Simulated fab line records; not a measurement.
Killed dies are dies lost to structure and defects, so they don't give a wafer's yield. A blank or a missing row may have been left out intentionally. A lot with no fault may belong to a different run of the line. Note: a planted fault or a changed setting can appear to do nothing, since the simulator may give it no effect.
Struck lot and sound lot, side by side + flow n5-finfet + 16 out of 1938 route steps
Sound: the wafers L964.3, L964.4, L964.6. Struck: wafers L969.2, L969.5 (left out: L969.4, a lot-mate that was not struck); the cause follows at the end.
Per side, at each step with rows, come the tool, then ch with its chambers, and then its first start. Under that, the readings that differ: sound wafers + struck wafers + difference of the means + sigmas: that difference in standard deviations of wafers without a fault.
alike: readings whose means differ by less than 2 such deviations, and words and numbers that are the same on both sides. not compared: withheld readings, readings that some wafer has no value for, bounds like >300 that may hide the same value, and numbers for which the record gives no deviation and whose values overlap.
Wherever a step has rows on one side only, a row that says differs or no value, or a row with sigmas, the two part there. Numbers that don't overlap but have no deviation are shown without sigmas and don't part them. Lack of a reading on every wafer of one side parts them only where that side has two or more wafers.

N5_BEOL_M2_SPUTTER_92: material Cu, target thk 4.5 nm, time 8.29 s.
  sound on pvd-sputter-01 at day 8 11:26; struck on pvd-sputter-03 at day 8 20:56
  alike: chamber-pressure-pa, throttle-valve-pct
N5_BEOL_M2_ANNEAL_93: time 240 s.
  sound on pvd-sputter-01 at day 8 11:31; struck on pvd-sputter-03 at day 8 21:01
  alike: heater-power-w
then, 1 step without rows for these wafers: N5_BEOL_M2_SPUTTER_94 (material Cu, target thk 4.5 nm, time 8.29 s).
N5_BEOL_M2_ANNEAL_95: time 240 s.
  sound on pvd-sputter-01 at day 8 11:44; struck on pvd-sputter-03 at day 8 21:14
  alike: heater-power-w
N5_BEOL_M2_SPUTTER_96: material Cu, target thk 4.5 nm, time 8.29 s.
  sound on pvd-sputter-01 at day 8 11:53; struck on pvd-sputter-03 at day 8 21:22
  alike: chamber-pressure-pa, throttle-valve-pct
then, 1 step without rows for these wafers: N5_BEOL_M2_ECD_50 (material Cu, target thk 300 nm).
N5_BEOL_M2_ANNEAL_51: time 90 s.
  sound on rtp-anneal-01 ch 0, day 8 12:10; struck on rtp-anneal-02 ch 0, day 8 21:37
  alike: wafer_temp_C_max
then, 1 step without rows for these wafers: N5_BEOL_M2_CMP_52 (polishes, stops on SiOC, t overpolish 6.8 s, target thk 40 nm).
N5_BEOL_M2_THK_MEAS_53: measures by xrf.
  sound on film-metro-01 at day 8 12:40; struck on film-metro-02 at day 8 22:28
  alike: M2_THK
then, 3 steps without rows for these wafers: N5_BEOL_M2_PRE_CLEAN_60 (time 15 s); N5_BEOL_M2_CO_CAP_55 (material Co, precursor CCTBA/H2, target thk 2 nm, time 102.1 s); N5_BEOL_M2_PRE_CLEAN_56 (time 15 s).
N5_BEOL_M2_DEP_57: deposits SiCN from 3MS/NH3, target thk 8 nm, time 14 s.
  sound on pecvd-03 ch 0,1,2, day 8 12:53; struck on pecvd-03 ch 0,1, day 8 22:44
| reading                                  | sound     | struck | difference | sigmas |
|------------------------------------------|-----------|--------|------------|--------|
| model.SiCN_of_BEOL_M2_DEP_57.thk-nm (nm) | 7.8 8.4 8 | 8.6 9  | +0.7       |        |
  alike: rf-fwd-power-W, showerhead-plenum-p-Torr, throttle-valve-pct
N5_BEOL_M2_RS_MEAS_58: measurement is done with a four-point probe.
  sound on film-metro-02 at day 8 12:57; struck on film-metro-01 at day 8 22:48
  alike: M2_RS
N5_BEOL_M4_RC_MEAS_101:
  sound on prober-01 ch 0, day 9 13:40; struck on prober-02 ch 0, day 9 23:46
  alike: DIBL_N, DIBL_P, IOFF_N, IOFF_P, ION_N, ION_P, SS_N, SS_P, VT_N, VT_P
-- record jumps: 5 days separate the struck wafers' starts on either side; left off in module BEOL_M4, taken up again in module PASSIVATION, whose first shown step is the route's number 1936 --
N5_PASSIVATION_PROBE_49:
  sound on prober-01 at day 14 07:29; struck on prober-01 at day 14 21:32
| reading         | sound | struck | difference | sigmas |
|-----------------|-------|--------|------------|--------|
| killed_at_M4_up | 3 9 7 | 22 14  | +12        | +2     |
  alike: defect-limited-yield, killed_at_M0_to_M3, killed-at-contacts, killed-at-front-end, killed-at-other, killed-dies, killed-open, killed-short, sort_bin_5_function, sort_bin_6_memory, sort_bin_8_speed, sort-n-pass, sort-yield-pct

WHERE THEY PART
N5_PASSIVATION_PROBE_49 only, going by this record.

WHY: what the simulator had put in
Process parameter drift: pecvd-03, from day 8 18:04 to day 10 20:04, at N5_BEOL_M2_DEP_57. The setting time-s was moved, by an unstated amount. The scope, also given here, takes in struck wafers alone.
